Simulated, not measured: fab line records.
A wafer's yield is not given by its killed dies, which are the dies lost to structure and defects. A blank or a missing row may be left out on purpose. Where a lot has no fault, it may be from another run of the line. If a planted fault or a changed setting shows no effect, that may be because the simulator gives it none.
fab line records	flow n5-finfet	part 2 of 2: steps 21 to 27 of 27
record: lots: 5	wafers: 15	last-day: 15
route steps=1938 shown BEOL_M15@1790
lots that met no fault: from a run of the same line without faults
start-h: start of the lot's first displayed wafer, in hours after the record's first day	wait-h: hours since the lot's step before	" identical to the entry in the row above	L1.1+2: one row covering several wafers at once	- either no value or no given start	* or withheld: withheld	< > ~ a bound
route shown NAME@n: names a module that has steps shown in the file, with the first one's number in the route	usual: mean/standard deviation of fault-free wafers	same: alike in all rows	chamber/n: place in a boat	sites: the reading at each site	_std_site: standard deviation across them	_edge_site: outer sites' mean less inner sites'	radius-mm: how far each site lies from the wafer's centre	mask NAME#n: copy n	behind: the most recent tool/chamber to have shaped the wafer	hold: why the lot was held/for how many hours/how that ended	device: names the non-switching transistor (n, p or np)	end of line: the route-end tests of the same wafers	for a step that has no rows: nothing shown but its recipe	killed: dies that structure and defects cost at the first sort, which is not the same as the wafer's yield	map: the dies of a wafer, with x for killed, . for not killed, _ for no die there
set.NAME: setting as actually run; set.NAME@STEP: the setting as run at that earlier step	model.NAME: the simulator's own value behind a step, which no gauge read
certain route steps with their lots: each step a table, each wafer a row
services: a tool's chamber out of use, with start hour (start-h, from the record's first day; less than 0 if before it), hours out, and reason
== steps ==
step: N5_BEOL_M15_STRIP_36
recipe: chemistry: O2	power-w: 600	temp-c: 60	pressure-mtorr: 30	rf-frequency-hz: 6e+07	bias-power-w: 0	overash-fraction: 0.3	o2-flow-sccm: 225
usual: chamber-pressure-mTorr: 29.99/0.054	drypump-motor-current-A: 5.9/0.42	o2-flow-sccm: 225.0/0.64	oes-product-au: 0.76/0.083	rf-vpp-V: 3.6/0.87	showerhead-plenum-p-Torr: 2.09/0.06	throttle-valve-pct: 16.75/0.28
same: bias-power-w: 0
lot.wafer	tool	chamber	start-h	wait-h	chamber-pressure-mTorr	drypump-motor-current-A	o2-flow-sccm	oes-product-au	rf-hours-counter-h	rf-vpp-V	showerhead-plenum-p-Torr	throttle-valve-pct
L074.1	rie-diel-04	3	242.56	5.1	30.03	5.3	224.2	0.97	9	3.8	2.07	16.17
L074.4	"	1	"	"	30.08	5.2	225.5	0.84	56	3.7	2.13	16.66
L074.6	"	2	"	"	30.03	6.2	223.8	0.72	-	3.9	2.09	16.94
L079.3	rie-diel-05	2	265.57	1.5	29.95	5.3	225.5	0.70	212	3.6	2.17	16.65
L079.4	"	1	"	"	30.01	6.3	225.9	0.66	-	5.2	2.16	16.74
L079.6	"	0	"	"	30.03	6.1	224.5	0.80	-	3.9	2.11	16.83
L083.4	rie-diel-04	3	316.80	0.0	29.89	5.3	225.1	0.92	25	3.5	2.07	16.13
L083.5	"	1	"	"	29.94	5.2	225.2	0.85	-	5.2	2.13	16.71
L083.6	"	2	"	"	29.95	6.2	224.9	0.71	-	2.3	2.08	17.00
L091.1	rie-diel-05	0	350.14	2.4	30.07	6.1	225.3	0.78	122	4.4	2.10	16.91
L091.2	"	2	"	"	29.95	5.3	224.8	0.68	243	3.2	2.16	16.71
L091.5	"	0	"	"	29.98	6.1	225.1	0.79	-	4.3	2.10	16.88
L093.1	rie-diel-04	1	353.07	2.2	29.97	5.2	225.0	0.82	84	4.0	2.12	16.71
L093.2	"	2	"	"	29.95	6.2	225.4	0.71	207	6.1	2.08	17.02
L093.3	"	3	"	"	30.04	5.3	225.7	0.91	38	5.3	2.07	16.17
step: N5_BEOL_M15_STRIP_62
recipe: chemistry: O2	power-w: 600	temp-c: 60	pressure-mtorr: 30	rf-frequency-hz: 6e+07	bias-power-w: 0	overash-fraction: 0.3	o2-flow-sccm: 225
usual: chamber-pressure-mTorr: 30.000/0.026	drypump-motor-current-A: 5.9/0.42	o2-flow-sccm: 224.9/0.67	oes-product-au: 0.77/0.084	rf-vpp-V: 3.7/0.47	showerhead-plenum-p-Torr: 2.09/0.06	throttle-valve-pct: 16.74/0.27
same: bias-power-w: 0
lot.wafer	tool	chamber	start-h	wait-h	chamber-pressure-mTorr	drypump-motor-current-A	o2-flow-sccm	oes-product-au	rf-hours-counter-h	rf-vpp-V	showerhead-plenum-p-Torr	throttle-valve-pct
L074.1	rie-diel-04	3	-	-	29.987	5.2	224.8	0.95	9	3.4	2.07	16.14
L074.4	"	1	"	"	30.006	5.2	224.7	0.85	56	3.4	2.13	16.68
L074.6	"	2	"	"	30.000	6.2	224.8	0.73	-	4.0	2.09	16.96
L079.3	rie-diel-05	2	-	-	29.988	5.3	225.7	0.70	212	2.8	2.17	16.64
L079.4	"	1	"	"	30.048	6.3	225.1	0.66	-	3.4	2.16	16.76
L079.6	"	0	"	"	30.008	6.0	225.3	0.81	-	4.2	2.11	16.81
L083.4	rie-diel-04	3	-	-	30.051	5.3	226.6	0.92	25	2.9	2.07	16.16
L083.5	"	1	"	"	29.991	5.2	225.5	0.83	-	4.0	2.13	16.71
L083.6	"	2	"	"	30.046	6.2	224.9	0.72	-	4.5	2.08	16.98
L091.1	rie-diel-05	0	-	-	30.011	6.1	224.3	0.78	122	4.6	2.10	16.88
L091.2	"	2	"	"	30.011	5.3	226.6	0.67	243	3.8	2.16	16.69
L091.5	"	0	"	"	29.988	6.1	224.6	0.78	-	4.9	2.10	16.89
L093.1	rie-diel-04	1	-	-	30.018	5.2	224.4	0.83	84	3.2	2.12	16.72
L093.2	"	2	"	"	30.027	6.2	224.2	0.71	207	4.1	2.08	17.03
L093.3	"	3	"	"	30.038	5.3	225.0	0.90	38	3.7	2.07	16.18
step: N5_BEOL_M15_STRIP_37
recipe: chemistry: O2	power-w: 600	temp-c: 60	pressure-mtorr: 30	rf-frequency-hz: 6e+07	bias-power-w: 0	overash-fraction: 0.3	o2-flow-sccm: 225
usual: chamber-pressure-mTorr: 30.00/0.034	drypump-motor-current-A: 5.9/0.42	o2-flow-sccm: 225.0/0.7	oes-product-au: 0.76/0.084	rf-vpp-V: 3.6/0.61	showerhead-plenum-p-Torr: 2.09/0.06	throttle-valve-pct: 16.75/0.27
same: bias-power-w: 0
lot.wafer	tool	chamber	start-h	wait-h	chamber-pressure-mTorr	drypump-motor-current-A	o2-flow-sccm	oes-product-au	rf-hours-counter-h	rf-vpp-V	showerhead-plenum-p-Torr	throttle-valve-pct
L074.1	rie-diel-04	3	-	-	30.05	5.2	223.5	0.97	9	2.7	2.08	16.12
L074.4	"	1	"	"	30.01	5.2	224.6	0.86	56	3.8	2.13	16.69
L074.6	"	2	"	"	30.02	6.2	224.9	0.73	-	3.5	2.09	16.97
L079.3	rie-diel-05	2	-	-	29.98	5.3	225.5	0.70	212	2.5	2.17	16.66
L079.4	"	1	"	"	29.99	6.3	225.8	0.66	-	3.8	2.16	16.77
L079.6	"	0	"	"	30.05	6.1	226.2	0.81	-	4.5	2.11	16.80
L083.4	rie-diel-04	3	-	-	30.02	5.3	224.6	0.92	25	4.4	2.07	16.17
L083.5	"	1	"	"	29.99	5.2	224.6	0.84	-	3.6	2.13	16.70
L083.6	"	2	"	"	29.93	6.2	225.3	0.72	-	3.1	2.08	17.00
L091.1	rie-diel-05	0	-	-	30.03	6.1	224.9	0.78	122	3.3	2.10	16.88
L091.2	"	2	"	"	29.99	5.3	225.2	0.66	243	3.5	2.16	16.74
L091.5	"	0	"	"	29.95	6.1	225.4	0.76	-	4.1	2.10	16.86
L093.1	rie-diel-04	1	-	-	30.01	5.2	226.3	0.83	84	4.4	2.12	16.71
L093.2	"	2	"	"	29.92	6.2	225.6	0.70	207	2.7	2.08	17.00
L093.3	"	3	"	"	29.93	5.3	224.7	0.89	38	4.3	2.07	16.21
step: N5_BEOL_M15_ETCH_38
recipe: chemistry: CF4/N2	target: SiCN	target-depth-a: 1064	taper-deg: 2	time-s: 120.5	ion-energy-ev: 150	mask-material: SiO2	pressure-mtorr: 40	source-w: 430	bias-w: 70	Ar_flow_sccm: 100	cf4-flow-sccm: 60	n2-flow-sccm: 60
usual: cf4-flow-sccm: 60.00/0.19	chamber-pressure-mTorr: 40.00/0.037	drypump-motor-current-A: 5.9/0.42	n2-flow-sccm: 60.01/0.19	oes-product-au: 0.76/0.085	rf-fwd-power-W: 428.6/1.5	rf-vpp-V: 382.0/1.7	showerhead-plenum-p-Torr: 2.20/0.06	throttle-valve-pct: 15.51/0.28
lot.wafer	tool	chamber	start-h	wait-h	cf4-flow-sccm	chamber-pressure-mTorr	drypump-motor-current-A	n2-flow-sccm	oes-product-au	rf-fwd-power-W	rf-hours-counter-h	rf-vpp-V	showerhead-plenum-p-Torr	throttle-valve-pct
L074.1	rie-diel-04	3	-	-	60.15	40.06	5.3	59.99	0.97	428.7	9	380.6	2.17	14.82
L074.4	"	1	"	"	60.21	40.01	5.2	60.14	0.83	427.5	56	384.2	2.25	15.44
L074.6	"	2	"	"	59.95	40.05	6.2	59.85	0.72	428.0	-	381.7	2.20	15.74
L079.3	rie-diel-05	2	-	-	60.01	40.04	5.3	59.88	0.70	430.0	212	384.8	2.27	15.45
L079.4	"	1	"	"	60.06	39.99	6.3	60.34	0.66	427.2	-	383.2	2.27	15.55
L079.6	"	0	"	"	59.98	39.98	6.0	59.91	0.81	428.4	-	382.0	2.22	15.58
L083.4	rie-diel-04	3	-	-	59.87	40.03	5.3	60.00	0.93	429.3	25	383.5	2.17	14.86
L083.5	"	1	"	"	60.14	39.98	5.2	60.50	0.82	428.8	-	382.4	2.24	15.49
L083.6	"	2	"	"	60.06	39.99	6.2	59.99	0.71	429.5	-	381.4	2.19	15.78
L091.1	rie-diel-05	0	-	-	59.97	39.98	6.1	59.58	0.78	429.1	123	381.3	2.21	15.64
L091.2	"	2	"	"	60.15	40.08	5.3	60.10	0.67	428.2	243	382.7	2.26	15.50
L091.5	"	0	"	"	59.49	39.98	6.1	59.55	0.79	430.8	-	383.3	2.21	15.64
L093.1	rie-diel-04	1	-	-	60.30	40.04	5.2	59.84	0.81	429.7	84	381.3	2.24	15.49
L093.2	"	2	"	"	59.97	39.98	6.2	60.04	0.70	428.4	207	381.5	2.19	15.79
L093.3	"	3	"	"	59.76	40.00	5.3	60.07	0.91	429.6	38	380.0	2.16	14.89
step: N5_BEOL_M15_PRECLEAN_39
recipe: chemistry: residue-remover	time-s: 60	temp-c: 40
lot.wafer	tool	chamber	start-h	wait-h
L074.1+4+6	wet-bench-04	3,5,1	242.83	-
L079.3+4+6	wet-bench-02	7,6,0	265.84	-
L083.4+5+6	wet-bench-04	4,3,1	317.08	-
L091.1+2+5	wet-bench-01	3,2,0	350.41	-
L093.1+2+3	wet-bench-04	1,0,6	353.34	-
step: N5_BEOL_M15_SRD_40
recipe: time-s: 30	temp-c: 23	rinse-liquid: diw	dry: n2-spin	spin-rpm: 1500	dry-time-s: 30
lot.wafer	tool	chamber	start-h	wait-h
L074.1+4+6	wet-bench-04	3,5,1	242.87	0.0
L079.3+4+6	wet-bench-02	7,6,0	265.88	0.0
L083.4+5+6	wet-bench-04	4,3,1	317.10	0.0
L091.1+2+5	wet-bench-01	3,2,0	350.43	0.0
L093.1+2+3	wet-bench-04	1,0,6	353.36	0.0
step: N5_BEOL_M15_DEGAS_41
recipe: ambient: vacuum	temp-c: 300	time-s: 60
usual: heater-power-w: 481/71
lot.wafer	tool	chamber	start-h	wait-h	heater-power-w
L074.1	pvd-sputter-03	-	243.16	0.3	422
L074.4	"	-	"	"	491
L074.6	"	-	"	"	557
L079.3	pvd-sputter-01	-	266.33	0.4	467
L079.4	"	-	"	"	359
L079.6	"	-	"	"	366
L083.4	pvd-sputter-01	-	317.20	0.1	364
L083.5	"	-	"	"	456
L083.6	"	-	"	"	482
L091.1	pvd-sputter-02	-	350.88	0.4	578
L091.2	"	-	"	"	587
L091.5	"	-	"	"	460
L093.1	pvd-sputter-01	-	353.94	0.6	464
L093.2	"	-	"	"	605
L093.3	"	-	"	"	482
== services ==
tool	chamber	start-h	hours	kind
krf-scanner-01	-	215.36	1.3	pm
krf-scanner-02	-	221.36	0.8	pm
krf-scanner-01	-	224.69	0.8	pm
litho-track-02	-	227.30	-	consumable-replace:filter
rie-diel-04	1	229.69	7.4	repair
krf-scanner-02	-	238.27	1.3	pm
wet-bench-04	-	247.11	6.2	repair
rie-diel-05	3	265.18	6.2	repair
rie-diel-04	-	273.42	14.6	pm
krf-scanner-02	-	273.57	1.9	repair
pvd-sputter-03	-	278.15	5.5	repair
rie-diel-02	0	279.54	8.0	repair
rie-diel-02	0	289.38	4.3	repair
pvd-sputter-02	-	294.67	5.9	repair
pvd-sputter-01	-	310.24	2.1	repair
krf-scanner-02	-	310.60	4.0	pm
rie-diel-02	0	316.61	4.1	repair
rie-diel-02	2	319.89	2.5	repair
krf-scanner-01	-	323.27	4.4	pm
rie-diel-02	3	323.57	29.4	repair
rie-diel-02	1	326.74	3.5	repair
krf-scanner-02	-	327.65	1.0	pm
krf-scanner-01	-	329.32	1.0	pm
wet-bench-04	-	348.73	1.1	repair
